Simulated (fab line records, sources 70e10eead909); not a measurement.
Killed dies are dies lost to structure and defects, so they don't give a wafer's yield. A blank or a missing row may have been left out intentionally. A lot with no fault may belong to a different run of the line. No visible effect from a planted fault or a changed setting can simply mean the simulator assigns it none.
fab line records	flow nand-harc
record: lots: 24	wafers: 72	last-day: 27
route steps=1159 shown A_CONTACT@855
lots that met no fault: taken from a fault-free run of the same line
start-h: hours from the record's opening day to when the first of the lot's shown wafers began	wait-h: how many hours have passed since the lot's step before this one	" same as the row above	L1.1+2: one row covering several wafers at once	- value missing, or start not given	* or withheld: withheld	< > ~ a bound
route shown NAME@n: names a module that has steps shown in the file, with the first one's number in the route	usual: the fault-free wafers' mean and standard deviation	same: alike in all rows	chamber/n: place in a boat	sites: the reading at each site	_std_site: standard deviation of those values	_edge_site: inner sites' mean taken away from outer sites' mean	radius-mm: for every site, how far away it sits from the centre of the wafer	mask NAME#n: copy n	behind: tool/chamber where the wafer was last shaped	hold: the reason the lot was held/the length of the hold in hours/how it ended	device: the transistor (n, p or np) that didn't switch	end of line: the same wafers' tests at the end of the route	for a step that has no rows: nothing shown but its recipe	killed: at the first sort, the dies lost to defects and structure; wafer yield is something else	map: shows each die of a wafer: x if killed, . if not, _ if none is there
set.NAME: the setting the step ran with; set.NAME@STEP: the setting that earlier step ran with	model.NAME: the simulator's own value behind a step, which no gauge read
route steps across a sampled set of lots; one table per step, one row per wafer
services: the hour from which a tool's chamber was out of use, counted from the record's first day as start-h (under 0 if before that day), plus the number of hours and why
== steps ==
step: NHARC_A_CONTACT_OVL_MEAS_43
usual: overlay-x-nm: -0.1/0.77	overlay-y-nm: 0.2/0.91
lot.wafer	tool	chamber	start-h	wait-h	overlay-x-nm	overlay-y-nm
L074.1	overlay-01	-	377.27	-	1.0	-0.4
L074.5	"	-	"	"	1.2	-0.9
L074.6	"	-	"	"	1.0	-0.5
L075.2	overlay-01	-	408.18	-	0.1	1.0
L075.3	"	-	"	"	0.4	0.5
L075.6	"	-	"	"	0.0	0.7
L076.1	overlay-01	-	412.63	-	-1.1	0.3
L076.3	"	-	"	"	-0.9	1.3
L076.4	"	-	"	"	-1.1	0.7
L077.1	overlay-02	-	419.10	-	-0.9	-0.1
L077.4	"	-	"	"	-1.1	0.5
L077.6	"	-	"	"	-1.0	0.0
L079.4	overlay-02	-	424.21	-	0.3	0.1
L079.5	"	-	"	"	0.2	0.0
L079.6	"	-	"	"	0.6	-0.3
L078.1	overlay-02	-	430.07	-	0.5	1.6
L078.4	"	-	"	"	0.4	1.3
L078.5	"	-	"	"	0.8	1.8
L082.2	overlay-01	-	469.86	-	-1.2	-0.7
L082.4	"	-	"	"	-1.0	-0.4
L082.6	"	-	"	"	-1.1	-0.5
L083.3	overlay-01	-	470.50	-	-1.2	1.3
L083.5	"	-	"	"	-1.1	1.1
L083.6	"	-	"	"	-1.3	0.8
L084.1	overlay-02	-	474.32	-	-1.7	-1.1
L084.3	"	-	"	"	-1.6	-0.7
L084.5	"	-	"	"	-2.0	-0.8
L088.2	overlay-01	-	475.00	-	0.1	0.9
L088.5	"	-	"	"	0.3	0.8
L088.6	"	-	"	"	0.3	0.7
L080.1	overlay-02	-	478.76	-	-0.6	-0.2
L080.2	"	-	"	"	-0.5	-0.2
L080.4	"	-	"	"	-0.7	-0.6
L085.4	overlay-02	-	479.66	-	1.0	1.1
L085.5	"	-	"	"	1.2	0.4
L085.6	"	-	"	"	1.2	1.0
L081.2	overlay-01	-	491.39	-	0.2	2.1
L081.3	"	-	"	"	0.4	3.1
L081.4	"	-	"	"	0.1	2.3
L086.2	overlay-02	-	498.59	-	1.0	-0.9
L086.4	"	-	"	"	1.2	-0.5
L086.6	"	-	"	"	1.0	-0.7
L087.4	overlay-01	-	502.72	-	-1.0	0.3
L087.5	"	-	"	"	-0.8	-0.4
L087.6	"	-	"	"	-0.9	0.1
L089.2	overlay-01	-	505.13	-	0.5	0.6
L089.3	"	-	"	"	0.6	0.7
L089.6	"	-	"	"	0.5	0.6
L091.1	overlay-02	-	506.05	-	0.9	0.8
L091.3	"	-	"	"	0.1	1.1
L091.4	"	-	"	"	0.4	1.3
L090.1	overlay-01	-	508.14	-	-0.8	-0.3
L090.2	"	-	"	"	-0.4	0.0
L090.5	"	-	"	"	-0.5	0.0
L092.2	overlay-02	-	512.26	-	-0.7	-0.2
L092.5	"	-	"	"	0.5	0.5
L092.6	"	-	"	"	0.1	0.2
L094.1	overlay-02	-	533.06	-	-0.1	-0.8
L094.5	"	-	"	"	-0.3	-1.1
L094.6	"	-	"	"	-0.3	-0.6
L093.1	overlay-01	-	533.72	-	0.2	-1.0
L093.2	"	-	"	"	-0.2	-0.7
L093.5	"	-	"	"	0.0	-0.6
L097.3	overlay-01	-	541.68	-	-0.1	-0.5
L097.4	"	-	"	"	0.1	-0.7
L097.6	"	-	"	"	-0.3	-0.6
L096.2	overlay-02	-	542.92	-	0.7	-0.6
L096.5	"	-	"	"	-0.5	-0.5
L096.6	"	-	"	"	0.3	-0.8
L095.1	overlay-02	-	552.07	-	0.1	-1.1
L095.2	"	-	"	"	-0.2	-0.6
L095.6	"	-	"	"	-0.2	-0.5
step: NHARC_A_CONTACT_ETCH_114
recipe: source-w: withheld	pressure-mtorr: 20	bias-v: 3000	time-s: 94	target-depth-a: 9220	ar-flow-sccm: withheld	c4f8-flow-sccm: withheld	o2-flow-sccm: withheld	chemistry: C4F8/O2/Ar
lot.wafer	tool	chamber	start-h	wait-h	rf-hours-counter-h
L074.1	har-cap-etch-03	1	379.04	0.1	83
L074.5	"	1	"	"	-
L074.6	"	0	"	"	-
L075.2	har-cap-etch-01	1	409.92	0.1	56
L075.3	"	1	"	"	-
L075.6	"	1	"	"	-
L076.1	har-cap-etch-02	0	414.50	0.1	11
L076.3	"	1	"	"	-
L076.4	"	0	"	"	-
L077.1	har-cap-etch-03	0	420.85	0.1	88
L077.4	"	0	"	"	-
L077.6	"	1	"	"	-
L079.4	har-cap-etch-01	0	426.36	0.1	-
L079.6	"	1	"	"	-
L079.5	"	0	"	"	-
L078.1	har-cap-etch-01	0	431.81	0.1	59
L078.4	"	0	"	"	-
L078.5	"	1	"	"	-
L082.2	har-cap-etch-01	0	471.69	0.1	62
L082.4	"	1	"	"	-
L082.6	"	1	"	"	-
L083.3	har-cap-etch-02	1	472.67	0.1	-
L083.6	"	0	"	"	-
L083.5	"	1	"	"	-
L084.1	har-cap-etch-03	1	476.18	0.1	93
L084.3	"	0	"	"	-
L084.5	"	0	"	"	-
L088.2	har-cap-etch-01	0	476.75	0.1	63
L088.6	"	1	"	"	-
L088.5	"	0	"	"	-
L080.1	har-cap-etch-01	0	480.95	0.1	64
L080.2	"	1	"	"	64
L080.4	"	0	"	"	-
L085.4	har-cap-etch-02	1	481.76	0.1	-
L085.6	"	0	"	"	-
L085.5	"	1	"	"	-
L081.2	har-cap-etch-02	0	493.12	0.1	20
L081.3	"	0	"	"	-
L081.4	"	1	"	"	-
L086.2	har-cap-etch-01	0	500.92	0.1	68
L086.4	"	1	"	"	-
L086.6	"	1	"	"	-
L087.4	har-cap-etch-02	1	504.85	0.1	-
L087.6	"	1	"	"	-
L087.5	"	0	"	"	-
L089.2	har-cap-etch-03	0	506.89	0.1	99
L089.3	"	0	"	"	-
L089.6	"	1	"	"	-
L091.1	har-cap-etch-01	0	507.86	0.1	70
L091.3	"	0	"	"	-
L091.4	"	1	"	"	-
L090.1	har-cap-etch-03	0	509.93	0.1	100
L090.2	"	1	"	"	100
L090.5	"	1	"	"	-
L092.2	har-cap-etch-03	1	514.08	0.1	102
L092.6	"	0	"	"	-
L092.5	"	1	"	"	-
L094.1	har-cap-etch-02	1	534.80	0.1	31
L094.5	"	0	"	"	-
L094.6	"	1	"	"	-
L093.2	har-cap-etch-01	1	535.48	0.1	76
L093.1	"	0	"	"	76
L093.5	"	1	"	"	-
L097.3	har-cap-etch-02	0	543.51	0.1	-
L097.4	"	1	"	"	-
L097.6	"	0	"	"	-
L096.2	har-cap-etch-01	0	544.65	0.1	78
L096.5	"	0	"	"	-
L096.6	"	1	"	"	-
L095.1	har-cap-etch-02	0	554.15	0.1	38
L095.2	"	1	"	"	38
L095.6	"	1	"	"	-
step: NHARC_A_CONTACT_ETCH_117
recipe: source-w: withheld	pressure-mtorr: 20	bias-v: 3000	time-s: 94	target-depth-a: 9220	ar-flow-sccm: withheld	c4f8-flow-sccm: withheld	o2-flow-sccm: withheld	chemistry: C4F8/O2/Ar
lot.wafer	tool	chamber	start-h	wait-h	rf-hours-counter-h
L074.1	har-cap-etch-03	1	379.31	0.1	84
L074.5	"	1	"	"	-
L074.6	"	0	"	"	-
L075.2	har-cap-etch-01	1	410.19	0.1	56
L075.3	"	1	"	"	-
L075.6	"	1	"	"	-
L076.1	har-cap-etch-02	0	414.78	0.1	12
L076.3	"	1	"	"	-
L076.4	"	0	"	"	-
L077.1	har-cap-etch-03	0	421.13	0.1	88
L077.4	"	0	"	"	-
L077.6	"	1	"	"	-
L079.4	har-cap-etch-01	0	426.79	0.1	-
L079.6	"	1	"	"	-
L079.5	"	0	"	"	-
L078.1	har-cap-etch-01	0	432.08	0.1	60
L078.4	"	0	"	"	-
L078.5	"	1	"	"	-
L082.2	har-cap-etch-01	0	471.96	0.1	62
L082.4	"	1	"	"	-
L082.6	"	1	"	"	-
L083.3	har-cap-etch-02	1	472.95	0.1	-
L083.6	"	0	"	"	-
L083.5	"	1	"	"	-
L084.1	har-cap-etch-03	1	476.45	0.1	93
L084.3	"	0	"	"	-
L084.5	"	0	"	"	-
L088.2	har-cap-etch-01	0	477.02	0.1	63
L088.6	"	1	"	"	-
L088.5	"	0	"	"	-
L080.1	har-cap-etch-01	0	481.31	0.1	65
L080.2	"	1	"	"	65
L080.4	"	0	"	"	-
L085.4	har-cap-etch-02	1	482.03	0.1	-
L085.6	"	0	"	"	-
L085.5	"	1	"	"	-
L081.2	har-cap-etch-02	0	493.39	0.1	21
L081.3	"	0	"	"	-
L081.4	"	1	"	"	-
L086.2	har-cap-etch-01	0	501.19	0.1	68
L086.4	"	1	"	"	-
L086.6	"	1	"	"	-
L087.4	har-cap-etch-02	1	505.12	0.1	-
L087.6	"	1	"	"	-
L087.5	"	0	"	"	-
L089.2	har-cap-etch-03	0	507.16	0.1	99
L089.3	"	0	"	"	-
L089.6	"	1	"	"	-
L091.1	har-cap-etch-01	0	508.13	0.1	70
L091.3	"	0	"	"	-
L091.4	"	1	"	"	-
L090.1	har-cap-etch-03	0	510.20	0.1	101
L090.2	"	1	"	"	101
L090.5	"	1	"	"	-
L092.2	har-cap-etch-03	1	514.35	0.1	102
L092.6	"	0	"	"	-
L092.5	"	1	"	"	-
L094.1	har-cap-etch-02	1	535.08	0.1	31
L094.5	"	0	"	"	-
L094.6	"	1	"	"	-
L093.2	har-cap-etch-01	1	535.76	0.1	77
L093.1	"	0	"	"	77
L093.5	"	1	"	"	-
L097.3	har-cap-etch-02	0	543.78	0.1	-
L097.4	"	1	"	"	-
L097.6	"	0	"	"	-
L096.2	har-cap-etch-01	0	544.92	0.1	78
L096.5	"	0	"	"	-
L096.6	"	1	"	"	-
L095.1	har-cap-etch-02	0	554.42	0.1	38
L095.2	"	1	"	"	38
L095.6	"	1	"	"	-
step: NHARC_A_CONTACT_STRIP_55
recipe: o2-flow-sccm: 500	ar-flow-sccm: 0	bias-w: 0	chemistry: O2
usual: drypump-motor-current-A: 5.6/0.38	oes-product-au: 1.002/0.0065	rf-vpp-V: 57.6/0.87	showerhead-plenum-p-Torr: 3.46/0.13	throttle-valve-pct: 17.037/0.0086
lot.wafer	tool	chamber	start-h	wait-h	drypump-motor-current-A	oes-product-au	rf-hours-counter-h	rf-vpp-V	showerhead-plenum-p-Torr	throttle-valve-pct
L074.1	rie-diel-04	0	-	-	5.6	0.997	16	59.6	3.32	17.048
L074.5	"	1	"	"	5.9	0.996	-	56.5	3.50	17.033
L074.6	"	2	"	"	5.7	1.012	-	56.5	3.48	17.050
L075.3	rie-diel-13	1	-	-	5.4	1.007	47	58.4	3.42	17.023
L075.2	"	2	"	"	5.7	1.016	46	57.2	3.31	17.036
L075.6	"	2	"	"	5.7	1.002	-	56.7	3.31	17.043
L076.4	rie-diel-11	3	-	-	5.8	1.006	14	56.9	3.43	17.048
L076.3	"	0	"	"	5.5	1.006	15	58.2	3.30	17.038
L076.1	"	1	"	"	5.7	1.016	14	57.0	3.54	17.038
L077.1	rie-diel-13	2	-	-	5.7	1.012	48	58.0	3.31	17.032
L077.4	"	1	"	"	5.4	0.999	50	57.9	3.42	17.023
L077.6	"	3	"	"	6.5	0.998	-	59.1	3.78	17.041
L079.4	rie-diel-04	2	-	-	5.6	1.000	21	56.8	3.47	17.041
L079.5	"	2	"	"	5.7	1.001	-	57.5	3.47	17.029
L079.6	"	3	"	"	5.0	0.984	-	58.4	3.53	17.034
L078.4	rie-diel-13	0	-	-	5.5	1.011	52	58.0	3.57	17.035
L078.1	"	2	"	"	5.7	0.988	53	56.4	3.30	17.029
L078.5	"	1	"	"	5.4	1.005	-	58.9	3.42	17.037
L082.2	rie-diel-11	1	-	-	5.7	1.002	30	58.8	3.53	17.029
L082.4	"	2	"	"	5.8	0.996	31	57.5	3.43	17.038
L082.6	"	1	"	"	5.7	1.004	-	58.0	3.53	17.031
L083.3	rie-diel-13	0	-	-	5.4	1.006	2	58.9	3.56	17.021
L083.5	"	3	"	"	6.5	0.994	-	57.5	3.77	17.036
L083.6	"	0	"	"	5.5	0.997	-	56.8	3.56	17.030
L084.3	rie-diel-04	1	-	-	5.9	0.984	1	58.1	3.50	17.045
L084.1	"	2	"	"	5.7	1.002	1	58.9	3.47	17.035
L084.5	"	0	"	"	5.6	0.994	-	57.5	3.31	17.050
L088.2	rie-diel-11	3	-	-	5.8	1.003	34	56.7	3.42	17.045
L088.6	"	1	"	"	5.7	1.009	-	56.8	3.53	17.033
L088.5	"	2	"	"	5.8	1.012	-	58.3	3.43	17.048
L080.2	rie-diel-04	3	-	-	5.0	1.000	3	57.6	3.53	17.033
L080.1	"	2	"	"	5.6	1.008	2	57.4	3.47	17.026
L080.4	"	2	"	"	5.6	1.002	-	59.2	3.47	17.026
L085.4	rie-diel-13	3	-	-	6.5	0.997	13	58.4	3.77	17.055
L085.5	"	0	"	"	5.5	0.993	-	57.8	3.56	17.035
L085.6	"	1	"	"	5.4	1.004	-	57.0	3.41	17.032
L081.4	rie-diel-11	1	-	-	5.7	1.006	38	57.8	3.53	17.028
L081.3	"	2	"	"	5.8	1.005	39	57.7	3.42	17.045
L081.2	"	0	"	"	5.5	1.013	38	56.3	3.29	17.044
L086.2	rie-diel-04	0	-	-	5.6	1.003	6	57.8	3.31	17.047
L086.6	"	3	"	"	5.0	0.997	-	57.6	3.53	17.047
L086.4	"	2	"	"	5.6	1.003	-	56.1	3.47	17.040
L087.4	rie-diel-11	1	-	-	5.7	1.000	43	56.3	3.53	17.044
L087.6	"	0	"	"	5.5	0.999	-	56.7	3.29	17.037
L087.5	"	1	"	"	5.7	0.989	-	60.2	3.53	17.033
L089.3	rie-diel-13	3	-	-	6.6	1.005	19	59.9	3.76	17.058
L089.2	"	0	"	"	5.5	1.003	12	58.5	3.56	17.024
L089.6	"	1	"	"	5.4	1.005	-	57.7	3.41	17.036
L091.1	rie-diel-04	3	-	-	5.0	1.003	8	57.3	3.53	17.046
L091.3	"	0	"	"	5.6	1.007	9	56.6	3.31	17.028
L091.4	"	1	"	"	5.9	1.004	5	57.8	3.49	17.034
L090.2	rie-diel-11	3	-	-	5.8	1.017	44	58.1	3.41	17.028
L090.1	"	0	"	"	5.5	1.004	43	57.5	3.29	17.032
L090.5	"	0	"	"	5.5	1.001	-	57.1	3.29	17.045
L092.2	rie-diel-04	1	-	-	5.9	0.990	7	56.0	3.49	17.042
L092.6	"	2	"	"	5.7	0.997	-	57.5	3.47	17.035
L092.5	"	3	"	"	5.0	0.998	-	57.8	3.53	17.029
L094.1	rie-diel-13	0	-	-	5.4	0.999	24	56.3	3.55	17.044
L094.6	"	3	"	"	6.6	1.008	-	59.1	3.76	17.044
L094.5	"	0	"	"	5.4	1.003	-	57.8	3.55	17.031
L093.2	rie-diel-04	3	-	-	4.9	1.006	14	56.4	3.53	17.038
L093.1	"	1	"	"	5.9	1.002	11	58.3	3.49	17.039
L093.5	"	3	"	"	4.9	1.010	-	58.1	3.53	17.035
L097.3	rie-diel-04	1	-	-	5.8	1.000	13	57.3	3.49	17.042
L097.4	"	3	"	"	5.0	1.004	15	56.7	3.53	17.018
L097.6	"	1	"	"	5.8	0.995	-	56.6	3.49	17.025
L096.2	rie-diel-13	1	-	-	5.4	0.993	34	57.3	3.40	17.030
L096.5	"	2	"	"	5.7	0.999	-	55.7	3.28	17.039
L096.6	"	3	"	"	6.5	1.011	-	56.9	3.76	17.046
L095.1	rie-diel-04	3	-	-	5.0	0.992	18	57.8	3.52	17.048
L095.2	"	0	"	"	5.6	0.998	20	57.8	3.30	17.044
L095.6	"	3	"	"	5.0	1.004	-	56.6	3.52	17.031
step: NHARC_A_CONTACT_CD_MEAS_69
recipe: target-cd-nm: 200	landing-energy-ev: 500
usual: cd-nm: 200.0/0.39
lot.wafer	tool	chamber	start-h	wait-h	cd-nm
L074.1	cd-sem-03	0	384.10	-	200.6
L074.5	"	0	"	"	200.0
L074.6	"	0	"	"	200.0
L075.2	cd-sem-02	0	414.95	-	200.1
L075.3	"	0	"	"	200.1
L075.6	"	0	"	"	200.2
L076.1	cd-sem-02	0	419.98	-	200.2
L076.3	"	0	"	"	200.8
L076.4	"	0	"	"	200.6
L077.1	cd-sem-02	0	425.95	-	200.5
L077.4	"	0	"	"	200.0
L077.6	"	0	"	"	200.1
L079.4	cd-sem-02	0	431.59	-	200.2
L079.5	"	0	"	"	199.8
L079.6	"	0	"	"	199.7
L078.1	cd-sem-02	0	436.95	-	200.5
L078.4	"	0	"	"	199.6
L078.5	"	0	"	"	199.3
L082.2	cd-sem-03	0	477.25	-	199.9
L082.4	"	0	"	"	199.6
L082.6	"	0	"	"	200.0
L083.3	cd-sem-03	0	478.03	-	199.8
L083.5	"	0	"	"	200.2
L083.6	"	0	"	"	199.9
L084.1	cd-sem-01	0	487.06	-	200.2
L084.3	"	0	"	"	199.9
L084.5	"	0	"	"	199.2
L088.2	cd-sem-03	0	487.67	-	200.3
L088.5	"	0	"	"	199.2
L088.6	"	0	"	"	200.1
L080.1	cd-sem-03	0	496.40	-	200.5
L080.2	"	0	"	"	200.8
L080.4	"	0	"	"	199.9
L085.4	cd-sem-01	0	496.57	-	200.0
L085.5	"	0	"	"	200.0
L085.6	"	0	"	"	200.4
L081.2	cd-sem-01	0	505.77	-	200.2
L081.3	"	0	"	"	200.2
L081.4	"	0	"	"	200.5
L086.2	cd-sem-03	0	512.24	-	199.6
L086.4	"	0	"	"	199.7
L086.6	"	0	"	"	199.4
L087.4	cd-sem-03	0	513.85	-	200.8
L087.5	"	0	"	"	200.5
L087.6	"	0	"	"	199.5
L089.2	cd-sem-03	0	515.82	-	199.4
L089.3	"	0	"	"	199.5
L089.6	"	0	"	"	200.0
L091.1	cd-sem-03	0	517.95	-	199.7
L091.3	"	0	"	"	199.3
L091.4	"	0	"	"	199.9
L090.1	cd-sem-02	0	518.45	-	199.6
L090.2	"	0	"	"	199.1
L090.5	"	0	"	"	200.0
L092.2	cd-sem-03	0	520.07	-	199.7
L092.5	"	0	"	"	199.9
L092.6	"	0	"	"	199.4
L094.1	cd-sem-03	0	545.07	-	200.0
L094.5	"	0	"	"	199.6
L094.6	"	0	"	"	200.3
L093.1	cd-sem-03	0	547.05	-	200.3
L093.2	"	0	"	"	200.1
L093.5	"	0	"	"	200.3
L097.3	cd-sem-03	0	548.79	-	200.0
L097.4	"	0	"	"	200.0
L097.6	"	0	"	"	200.1
L096.2	cd-sem-03	0	550.66	-	200.1
L096.5	"	0	"	"	200.1
L096.6	"	0	"	"	200.2
L095.1	cd-sem-01	0	559.82	-	200.3
L095.2	"	0	"	"	199.4
L095.6	"	0	"	"	200.3
step: NHARC_A_CONTACT_ETCH_124
recipe: source-w: withheld	pressure-mtorr: 20	bias-v: withheld	time-s: 140	target-depth-a: 7000	ar-flow-sccm: withheld	c4f8-flow-sccm: withheld	o2-flow-sccm: withheld	chemistry: C4F8/O2/Ar
lot.wafer	tool	chamber	start-h	wait-h	rf-hours-counter-h
L074.1	har-cap-etch-03	1	385.51	-	84
L074.6	"	0	"	"	-
L074.5	"	1	"	"	-
L075.2	har-cap-etch-01	0	416.29	-	57
L075.3	"	0	"	"	-
L075.6	"	1	"	"	-
L076.1	har-cap-etch-02	1	421.29	-	12
L076.4	"	1	"	"	-
L076.3	"	0	"	"	-
L077.1	har-cap-etch-02	1	427.27	-	14
L077.4	"	0	"	"	-
L077.6	"	1	"	"	-
L079.4	har-cap-etch-03	0	433.06	-	-
L079.6	"	0	"	"	-
L079.5	"	1	"	"	-
L078.1	har-cap-etch-01	0	438.41	-	60
L078.4	"	1	"	"	-
L078.5	"	1	"	"	-
L082.2	har-cap-etch-02	1	478.64	-	18
L082.4	"	0	"	"	-
L082.6	"	0	"	"	-
L083.3	har-cap-etch-03	1	479.88	-	-
L083.5	"	0	"	"	-
L083.6	"	1	"	"	-
L084.1	har-cap-etch-03	1	488.37	-	95
L084.3	"	1	"	"	-
L084.5	"	0	"	"	-
L088.2	har-cap-etch-01	0	489.10	-	65
L088.5	"	1	"	"	-
L088.6	"	0	"	"	-
L085.4	har-cap-etch-02	0	497.94	-	-
L085.6	"	0	"	"	-
L085.5	"	1	"	"	-
L080.1	har-cap-etch-03	0	498.01	-	97
L080.2	"	1	"	"	97
L080.4	"	1	"	"	-
L081.2	har-cap-etch-02	0	507.11	-	24
L081.4	"	1	"	"	-
L081.3	"	0	"	"	-
L086.2	har-cap-etch-02	1	513.67	-	26
L086.4	"	0	"	"	-
L086.6	"	1	"	"	-
L087.4	har-cap-etch-01	0	515.49	-	-
L087.6	"	1	"	"	-
L087.5	"	0	"	"	-
L089.2	har-cap-etch-03	0	517.21	-	103
L089.3	"	1	"	"	-
L089.6	"	0	"	"	-
L091.1	har-cap-etch-01	0	519.31	-	73
L091.4	"	1	"	"	-
L091.3	"	0	"	"	-
L090.2	har-cap-etch-02	1	519.86	-	28
L090.1	"	0	"	"	28
L090.5	"	1	"	"	-
L092.2	har-cap-etch-03	1	521.41	-	104
L092.5	"	0	"	"	-
L092.6	"	1	"	"	-
L094.1	har-cap-etch-02	1	546.48	-	33
L094.5	"	1	"	"	-
L094.6	"	0	"	"	-
L093.1	har-cap-etch-01	0	548.36	-	78
L093.2	"	1	"	"	78
L093.5	"	1	"	"	-
L097.3	har-cap-etch-01	1	550.59	-	-
L097.4	"	0	"	"	-
L097.6	"	0	"	"	-
L096.2	har-cap-etch-02	1	552.09	-	36
L096.6	"	1	"	"	-
L096.5	"	0	"	"	-
L095.2	har-cap-etch-02	1	561.47	-	42
L095.1	"	0	"	"	42
L095.6	"	1	"	"	-
== services ==
tool	chamber	start-h	hours	kind
rie-diel-11	-	366.68	9.0	pm
rie-diel-04	0	371.54	-	clean
rie-diel-04	1	371.54	-	clean
rie-diel-04	2	371.54	-	clean
rie-diel-04	3	371.54	-	clean
rie-diel-13	2	394.58	8.5	repair
rie-diel-04	0	396.04	-	clean
rie-diel-04	1	396.04	-	clean
rie-diel-04	-	403.24	0.5	repair
har-cap-etch-01	-	421.74	1.7	repair
rie-diel-04	0	442.08	2.6	repair
rie-diel-04	3	443.11	8.3	repair
rie-diel-04	3	451.85	2.1	repair
rie-diel-13	-	453.20	9.0	pm
rie-diel-04	-	465.98	9.0	pm
rie-diel-13	0	466.52	6.0	repair
rie-diel-04	1	479.75	6.5	repair
rie-diel-04	1	494.32	8.7	repair
rie-diel-11	1	517.78	3.9	repair
rie-diel-11	0	535.52	6.0	repair
har-cap-etch-03	-	545.00	17.0	pm
har-cap-etch-03	0	545.00	17.0	vent-cycle
har-cap-etch-03	1	545.00	17.0	vent-cycle
rie-diel-11	-	546.17	9.0	pm
== key ==
fault none
